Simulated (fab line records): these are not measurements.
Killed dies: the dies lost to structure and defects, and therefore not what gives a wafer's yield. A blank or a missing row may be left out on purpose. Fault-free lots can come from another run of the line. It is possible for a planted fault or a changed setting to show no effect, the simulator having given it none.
fab line records ; flow n5-finfet
record: lots: 12; wafers: 35; last-day: 16
route steps=1938 shown PAD_METAL@1893 PASSIVATION@1910
lots untouched by any fault: they come from a run of this same line in which no faults occurred
start-h: start of the lot's first displayed wafer, in hours after the record's first day ; wait-h: hours since the lot's step before ; " identical to the entry in the row above ; L1.1+2: a single row standing in for several wafers ; - no value, or no start given ; * or withheld: withheld ; < > ~ a bound
route shown NAME@n: a module of which the file shows steps, and the number in the route of the first ; usual: mean/standard deviation taken from wafers without a fault ; same: alike in all rows ; chamber/n: place in a boat ; sites: readings site by site ; _std_site: their standard deviation ; _edge_site: mean of outer sites minus mean of inner sites ; radius-mm: for every site, how far away it sits from the centre of the wafer ; mask NAME#n: copy n ; behind: the last tool/chamber to shape the wafer ; hold: what put the lot on hold/how long, in hours/how the hold closed ; device: names the non-switching transistor (n, p or np) ; end of line: the tests these same wafers got at the end of their route ; a step without rows: its recipe alone ; killed: count of dies lost to structure and defects at first sort (not the wafer's yield) ; map: shows each die of a wafer: x if killed, . if not, _ if none is there
set.NAME: the run value of the setting; set.NAME@STEP: its run value at that earlier step ; model.NAME: the simulator's own value behind a step, which no gauge read
one table for each step of the route and one row for each wafer, over a sample of lots
services: from which hour (start-h, from the record's first day; less than 0 if before it) a tool's chamber was out of use, for how many hours, and why
== steps ==
step: N5_PASSIVATION_DEGAS_18
recipe: ambient: vacuum; temp-c: 300; time-s: 60
usual: heater-power-w: 460/55
lot.wafer;tool;chamber;start-h;wait-h;heater-power-w
L336.1;pvd-sputter-03;-;277.12;0.6;517
L336.4;pvd-sputter-03;-;277.12;0.6;363
L336.6;pvd-sputter-03;-;277.12;0.6;527
L340.2;pvd-sputter-03;-;304.10;0.2;432
L340.3;pvd-sputter-03;-;304.10;0.2;406
L340.5;pvd-sputter-03;-;304.10;0.2;371
L341.1;pvd-sputter-01;-;318.70;0.1;482
L341.5;pvd-sputter-01;-;318.70;0.1;413
L341.6;pvd-sputter-01;-;318.70;0.1;526
L339.2;pvd-sputter-01;-;319.52;0.4;465
L339.6;pvd-sputter-01;-;319.52;0.4;470
L344.2;pvd-sputter-01;-;326.42;0.5;484
L344.3;pvd-sputter-01;-;326.42;0.5;463
L344.4;pvd-sputter-01;-;326.42;0.5;516
L345.1;pvd-sputter-03;-;330.47;0.3;532
L345.5;pvd-sputter-03;-;330.47;0.3;412
L345.6;pvd-sputter-03;-;330.47;0.3;520
L346.3;pvd-sputter-01;-;334.01;3.7;471
L346.4;pvd-sputter-01;-;334.01;3.7;518
L346.6;pvd-sputter-01;-;334.01;3.7;494
L347.1;pvd-sputter-01;-;342.28;3.5;414
L347.3;pvd-sputter-01;-;342.28;3.5;506
L347.5;pvd-sputter-01;-;342.28;3.5;523
L349.2;pvd-sputter-01;-;343.61;0.2;435
L349.5;pvd-sputter-01;-;343.61;0.2;517
L349.6;pvd-sputter-01;-;343.61;0.2;482
L348.1;pvd-sputter-03;-;347.00;1.3;407
L348.3;pvd-sputter-03;-;347.00;1.3;436
L348.6;pvd-sputter-03;-;347.00;1.3;433
L352.3;pvd-sputter-02;-;386.22;0.7;425
L352.4;pvd-sputter-02;-;386.22;0.7;453
L352.6;pvd-sputter-02;-;386.22;0.7;433
L355.3;pvd-sputter-03;-;386.99;0.0;406
L355.5;pvd-sputter-03;-;386.99;0.0;524
L355.6;pvd-sputter-03;-;386.99;0.0;449
step: N5_PASSIVATION_PRE_CLEAN_19
recipe: gas: H2/He; time-s: *; temp-c: *
usual: heater-power-w: 460/54
lot.wafer;tool;chamber;start-h;wait-h;heater-power-w
L336.1;pvd-sputter-03;-;277.16;0.0;517
L336.4;pvd-sputter-03;-;277.16;0.0;359
L336.6;pvd-sputter-03;-;277.16;0.0;513
L340.2;pvd-sputter-03;-;304.14;0.0;441
L340.3;pvd-sputter-03;-;304.14;0.0;410
L340.5;pvd-sputter-03;-;304.14;0.0;368
L341.1;pvd-sputter-01;-;318.74;0.0;500
L341.5;pvd-sputter-01;-;318.74;0.0;420
L341.6;pvd-sputter-01;-;318.74;0.0;519
L339.2;pvd-sputter-01;-;319.56;0.0;460
L339.6;pvd-sputter-01;-;319.56;0.0;459
L344.2;pvd-sputter-01;-;326.46;0.0;489
L344.3;pvd-sputter-01;-;326.46;0.0;467
L344.4;pvd-sputter-01;-;326.46;0.0;515
L345.1;pvd-sputter-03;-;330.51;0.0;525
L345.5;pvd-sputter-03;-;330.51;0.0;399
L345.6;pvd-sputter-03;-;330.51;0.0;531
L346.3;pvd-sputter-01;-;334.05;0.0;466
L346.4;pvd-sputter-01;-;334.05;0.0;524
L346.6;pvd-sputter-01;-;334.05;0.0;493
L347.1;pvd-sputter-01;-;342.32;0.0;428
L347.3;pvd-sputter-01;-;342.32;0.0;511
L347.5;pvd-sputter-01;-;342.32;0.0;502
L349.2;pvd-sputter-01;-;343.65;0.0;429
L349.5;pvd-sputter-01;-;343.65;0.0;517
L349.6;pvd-sputter-01;-;343.65;0.0;500
L348.1;pvd-sputter-03;-;347.04;0.0;402
L348.3;pvd-sputter-03;-;347.04;0.0;440
L348.6;pvd-sputter-03;-;347.04;0.0;450
L352.3;pvd-sputter-02;-;386.26;0.0;418
L352.4;pvd-sputter-02;-;386.26;0.0;456
L352.6;pvd-sputter-02;-;386.26;0.0;414
L355.3;pvd-sputter-03;-;387.03;0.0;398
L355.5;pvd-sputter-03;-;387.03;0.0;517
L355.6;pvd-sputter-03;-;387.03;0.0;440
step: N5_PASSIVATION_ETCH_59
recipe: chemistry: Cl2/BCl3; target: TaN; target-depth-a: 650; time-s: 34.9; ion-energy-ev: 100; pressure-mtorr: 10; icp-w: 900; bias-w: 100; Cl2_flow_sccm: 60; bcl3-flow-sccm: 30
usual: drypump-motor-current-A: 5.7/0.39; mfc-cl2-sccm: 59.95/0.17; oes-product-au: 0.85/0.086; rf-fwd-power-W: 894/3.7; throttle-valve-pct: 21.04/0.24
lot.wafer;tool;chamber;start-h;wait-h;drypump-motor-current-A;mfc-cl2-sccm;oes-product-au;rf-fwd-power-W;rf-hours-counter-h;throttle-valve-pct
L336.1;rie-metal-02;1;278.47;0.3;5.7;59.73;1.00;897;2;20.89
L336.4;rie-metal-02;0;278.47;0.3;5.8;59.87;0.87;893;-;21.14
L336.6;rie-metal-02;1;278.47;0.3;5.8;59.72;1.01;898;-;20.89
L340.2;rie-metal-01;0;305.45;0.3;6.2;60.18;0.90;887;11;20.70
L340.3;rie-metal-01;0;305.45;0.3;6.2;59.85;0.91;890;-;20.67
L340.5;rie-metal-01;0;305.45;0.3;6.2;60.25;0.89;887;-;20.71
L341.1;rie-metal-01;0;320.32;0.7;6.2;60.18;0.90;890;14;20.68
L341.5;rie-metal-01;0;320.32;0.7;6.2;60.00;0.90;894;-;20.68
L341.6;rie-metal-01;0;320.32;0.7;6.2;60.23;0.89;891;-;20.69
L339.2;rie-metal-03;1;320.75;0.3;5.3;60.00;0.91;897;6;21.21
L339.6;rie-metal-03;0;320.75;0.3;5.9;60.04;0.75;897;-;21.30
L344.2;rie-metal-03;1;327.65;0.3;5.3;59.99;0.90;898;7;21.22
L344.3;rie-metal-03;0;327.65;0.3;5.9;60.00;0.75;891;-;21.27
L344.4;rie-metal-03;1;327.65;0.3;5.3;59.95;0.89;895;-;21.22
L345.1;rie-metal-02;1;331.82;0.3;5.8;60.21;0.95;893;7;20.91
L345.5;rie-metal-02;1;331.82;0.3;5.8;59.92;0.95;890;-;20.90
L345.6;rie-metal-02;0;331.82;0.3;5.8;60.18;0.85;896;-;21.18
L346.3;rie-metal-02;1;335.75;0.2;5.7;60.26;0.96;895;-;20.91
L346.4;rie-metal-02;0;335.75;0.2;5.8;59.89;0.85;894;-;21.17
L346.6;rie-metal-02;1;335.75;0.2;5.8;60.07;0.94;898;-;20.94
L347.1;rie-metal-03;0;343.51;0.3;5.9;59.72;0.74;896;46;21.30
L347.3;rie-metal-03;1;343.51;0.3;5.3;59.82;0.88;897;-;21.26
L347.5;rie-metal-03;1;343.51;0.3;5.3;59.88;0.87;897;-;21.24
L349.2;rie-metal-03;1;344.96;0.3;5.3;59.98;0.87;900;10;21.26
L349.5;rie-metal-03;1;344.96;0.3;5.3;60.34;0.87;900;-;21.24
L349.6;rie-metal-03;0;344.96;0.3;5.9;60.08;0.74;892;-;21.31
L348.1;rie-metal-03;1;348.58;0.3;5.3;60.07;0.88;895;10;21.25
L348.3;rie-metal-03;1;348.58;0.3;5.4;59.99;0.87;901;-;21.23
L348.6;rie-metal-03;1;348.58;0.3;5.3;59.93;0.86;898;-;21.24
L352.3;rie-metal-03;1;387.48;0.2;5.3;59.97;0.85;899;-;21.24
L352.4;rie-metal-03;0;387.48;0.2;5.9;59.88;0.73;892;-;21.34
L352.6;rie-metal-03;0;387.48;0.2;5.9;59.67;0.72;897;-;21.33
L355.3;rie-metal-02;1;389.30;0.2;5.8;60.11;0.92;895;-;20.94
L355.5;rie-metal-02;0;389.30;0.2;5.8;60.10;0.82;895;-;21.21
L355.6;rie-metal-02;1;389.30;0.2;5.8;60.02;0.91;896;-;20.94
step: N5_PASSIVATION_CLEAN_69
recipe: chemistry: IPA; time-s: 180; temp-c: 25
lot.wafer;tool;chamber;start-h;wait-h
L336.1+4+6;wet-bench-02;4,7,3;279.00;0.0
L340.2+3+5;wet-bench-01;5,7,0;305.97;0.0
L341.1+5+6;wet-bench-02;6,3,5;320.94;0.0
L339.2+6;wet-bench-06;7,4;321.29;0.0
L344.2+3+4;wet-bench-01;0,6,5;328.21;0.0
L345.1+5+6;wet-bench-01;6,1,2;332.34;0.0
L346.3+4+6;wet-bench-02;1,0,3;336.24;0.0
L347.1+3+5;wet-bench-06;2,4,3;344.03;0.0
L349.2+5+6;wet-bench-02;5,3,6;345.48;0.0
L348.1+3+6;wet-bench-01;5,4,2;349.10;0.0
L352.3+4+6;wet-bench-01;5,3,0;387.96;0.0
L355.3+5+6;wet-bench-01;1,3,2;389.86;0.0
step: N5_PASSIVATION_PROBE_49
usual: defect-limited-yield: 91.5/1.4; killed_at_M0_to_M3: 32/11; killed_at_M4_up: 12/4.4; killed-at-contacts: 13/6.1; killed-at-front-end: 39/12; killed-at-other: 3.9/3; killed-dies: 100/17; killed-open: 66/12; killed-short: 33/7.4; sort_bin_4_leakage: 0.03/0.14; sort_bin_5_function: 5.0/0.95; sort_bin_6_memory: 3.2/0.66; sort_bin_8_speed: 0.0/0.33; sort-n-pass: 1079/17; sort-yield-pct: 91.4/1.5
same: gross-dies: 1180; killed-at-back-side: 0
lot.wafer;tool;chamber;start-h;wait-h;defect-limited-yield[%];killed_at_M0_to_M3;killed_at_M4_up;killed-at-contacts;killed-at-front-end;killed-at-other;killed-dies;killed-open;killed-short;sort_bin_4_leakage[%];sort_bin_5_function[%];sort_bin_6_memory[%];sort_bin_8_speed[%];sort-n-pass;sort-yield-pct[%]
L341.1;prober-02;-;324.82;0.0;90.3;43;8;12;51;1;115;77;36;0;6.0;3.5;0;1065;90.3
L341.5;prober-02;-;325.02;0.2;92.6;18;7;19;42;1;87;64;18;0;4.4;2.6;0;1093;92.6
L341.6;prober-02;-;325.07;0.3;91.2;43;13;11;36;1;104;67;36;0;5.7;2.5;0;1076;91.2
L339.2;prober-01;-;325.23;0.1;90.6;40;7;18;38;8;111;80;29;0;4.7;4.0;0;1069;90.6
L339.6;prober-01;-;325.43;0.3;91.6;37;10;10;40;2;99;61;35;0;4.9;3.2;0;1081;91.6
L347.1;prober-01;-;347.92;0.0;89.9;56;10;16;36;1;119;84;33;0;5.1;4.8;0;1061;89.9
L347.3;prober-01;-;348.02;0.1;88.6;47;10;23;52;2;134;83;50;0;7.1;3.8;0.2;1044;88.5
L347.5;prober-01;-;348.12;0.2;87.3;68;16;34;31;1;150;100;47;0;7.6;4.7;0;1030;87.3
L352.3;prober-01;-;392.21;0.1;84.3;18;15;20;24;108;185;58;20;0;9.9;4.6;0;995;84.3
L352.4;prober-01;-;392.26;0.2;85.1;18;12;12;26;108;176;48;21;0;9.5;4.0;0;1004;85.1
L352.6;prober-01;-;392.36;0.3;86.9;24;19;12;24;76;155;54;26;0;8.2;3.5;0;1025;86.9
L355.3;prober-02;-;394.13;0.1;85.3;28;10;4;40;91;173;59;23;0;9.9;3.6;0;1007;85.3
L355.5;prober-02;-;394.23;0.2;83.0;41;11;0;39;110;201;61;36;0;10.8;4.4;0;979;83.0
L355.6;prober-02;-;394.28;0.3;86.0;36;9;10;33;77;165;57;31;0;9.7;3.0;0;1015;86.0
killed by level:class
L341.1 BEOL_M0_SAQP:geometric-particle:open=11 STI_FIN_REVEAL:geometric-particle:open=10 MOL_CONTACT_COAG:geometric-particle:open=9 BEOL_M0_SAQP:geometric-particle:short=8 FIN_SAQP:geometric-particle:open=6 BEOL_M2:geometric-particle:open=6 BEOL_M3:geometric-particle:short=6 FIN_SAQP:geometric-particle:short=5
L341.5 MOL_CONTACT_COAG:geometric-particle:open=15 FIN_SAQP:geometric-particle:open=9 STI_FIN_REVEAL:geometric-particle:open=8 BEOL_M0_SAQP:geometric-particle:open=5 MOL_CONTACT_COAG:geometric-particle:short=4 BEOL_M0_SAQP:geometric-particle:short=4 FIN_SAQP:geometric-particle:short=3 DUMMY_GATE:geometric-particle:open=3
L341.6 BEOL_M0_SAQP:geometric-particle:open=13 BEOL_M0_SAQP:geometric-particle:short=12 FIN_SAQP:geometric-particle:open=8 STI_FIN_REVEAL:geometric-particle:open=8 FIN_SAQP:geometric-particle:short=7 MOL_CONTACT_COAG:geometric-particle:open=7 BEOL_M2:geometric-particle:open=7 BEOL_M4:geometric-particle:open=6
L339.2 BEOL_M1:geometric-particle:open=11 BEOL_M2:geometric-particle:open=11 FIN_SAQP:geometric-particle:open=10 MOL_CONTACT_COAG:geometric-particle:open=9 MOL_CONTACT_COAG:geometric-particle:short=8 BEOL_M0_SAQP:geometric-particle:open=7 BEOL_M3:geometric-particle:open=5 STI_FIN_REVEAL:geometric-particle:open=4
L339.6 FIN_SAQP:geometric-particle:short=14 BEOL_M1:geometric-particle:open=10 MOL_CONTACT_COAG:geometric-particle:open=8 BEOL_M0_SAQP:geometric-particle:open=7 DUMMY_GATE:geometric-particle:open=5 GATE_CUT:geometric-particle:short=5 BEOL_M0_SAQP:geometric-particle:short=5 BEOL_M8:geometric-particle:open=4
L347.1 STI_FIN_REVEAL:geometric-particle:open=14 BEOL_M0_SAQP:geometric-particle:open=12 MOL_CONTACT_COAG:geometric-particle:open=12 BEOL_M2:geometric-particle:open=11 BEOL_M0_SAQP:geometric-particle:short=11 BEOL_M1:geometric-particle:open=8 BEOL_M3:geometric-particle:open=8 DUMMY_GATE:geometric-particle:open=7
L347.3 STI_FIN_REVEAL:geometric-particle:open=24 BEOL_M0_SAQP:geometric-particle:open=16 BEOL_M0_SAQP:geometric-particle:short=15 MOL_CONTACT_COAG:geometric-particle:open=14 MOL_CONTACT_COAG:geometric-particle:short=9 BEOL_M2:geometric-particle:open=8 STI_FIN_REVEAL:geometric-particle:short=7 BEOL_M4:geometric-particle:open=6
L347.5 MOL_CONTACT_COAG:geometric-particle:open=30 BEOL_M0_SAQP:geometric-particle:short=27 BEOL_M0_SAQP:geometric-particle:open=17 STI_FIN_REVEAL:geometric-particle:open=15 BEOL_M2:geometric-particle:open=10 BEOL_M4:geometric-particle:open=5 MOL_CONTACT_COAG:geometric-particle:short=4 BEOL_M3:geometric-particle:open=4
L352.3 PASSIVATION:unspecified=107 MOL_CONTACT_COAG:geometric-particle:open=17 BEOL_M4:geometric-particle:open=12 GATE_CUT:geometric-particle:short=7 BEOL_M2:geometric-particle:open=6 STI_FIN_REVEAL:geometric-particle:open=3 MOL_CONTACT_COAG:geometric-particle:short=3 BEOL_M0_SAQP:geometric-particle:open=3
L352.4 PASSIVATION:unspecified=106 MOL_CONTACT_COAG:geometric-particle:open=10 FIN_SAQP:geometric-particle:open=6 BEOL_M2:geometric-particle:open=6 FIN_SAQP:geometric-particle:short=4 BEOL_M0_SAQP:geometric-particle:open=4 BEOL_M4:geometric-particle:open=4 STARTING-WAFER:geometric-particle:short=4
L352.6 PASSIVATION:unspecified=73 BEOL_M4:geometric-particle:open=12 MOL_CONTACT_COAG:geometric-particle:open=9 BEOL_M1:geometric-particle:open=7 DUMMY_GATE:geometric-particle:open=4 GATE_CUT:geometric-particle:short=4 BEOL_M0_SAQP:geometric-particle:open=4 BEOL_M3:geometric-particle:short=4
L355.3 PASSIVATION:unspecified=86 FIN_SAQP:geometric-particle:open=10 BEOL_M0_SAQP:geometric-particle:open=8 BEOL_M1:geometric-particle:open=6 BEOL_M2:geometric-particle:open=6 FIN_SAQP:geometric-particle:short=5 DUMMY_GATE:geometric-particle:open=5 STI_FIN_REVEAL:geometric-particle:open=3
L355.5 PASSIVATION:unspecified=104 BEOL_M2:geometric-particle:open=13 FIN_SAQP:geometric-particle:open=8 FIN_SAQP:geometric-particle:short=8 BEOL_M0_SAQP:geometric-particle:short=8 BEOL_M3:geometric-particle:open=7 STI_FIN_REVEAL:geometric-particle:open=6 DUMMY_GATE:geometric-particle:open=4
L355.6 PASSIVATION:unspecified=76 FIN_SAQP:geometric-particle:open=12 BEOL_M0_SAQP:geometric-particle:short=12 BEOL_M1:geometric-particle:open=9 MOL_CONTACT_COAG:geometric-particle:open=8 BEOL_M0_SAQP:geometric-particle:open=7 FIN_SAQP:geometric-particle:short=5 STI_FIN_REVEAL:geometric-particle:open=4
== services ==
tool;chamber;start-h;hours;kind
wet-bench-01;-;275.44;4.4;pm
rie-metal-03;0;277.46;1.2;repair
rie-metal-02;0;281.18;8.2;repair
rie-metal-01;-;282.30;2.8;pm
rie-metal-01;1;313.16;2.2;repair
pvd-sputter-02;-;339.91;4.3;repair
rie-metal-02;-;342.30;1.0;repair
rie-metal-02;-;349.32;1.4;pm
rie-metal-03;-;378.13;2.1;repair
pvd-sputter-03;-;380.55;4.1;repair
== key ==
first-sign: step: N5_PASSIVATION_PROBE_49; reading: killed-at-other; direction: up; sigmas: 31; usual: 3.9; struck: 95
effect: step: N5_PASSIVATION_PROBE_49; reading: killed-dies; direction: up; sigmas: 4.5; usual: 100; struck: 176
more-kills-born-at: N5_PASSIVATION_CLEAN_69@wet-bench-01: 552
met-at N5_PASSIVATION_CLEAN_69
struck-lots L352,L355
not-acting-at N5_PASSIVATION_DEGAS_18,N5_PASSIVATION_PRE_CLEAN_19,N5_PASSIVATION_ETCH_59
onset-between 349.10 387.96
also-fits time
fault: kind: chamber-particle-source; tool: wet-bench-01; chamber: -; onset-h: 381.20; steps: N5_PASSIVATION_CLEAN_69; rate-per-visit-cm2: 0.49102; end-h: 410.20
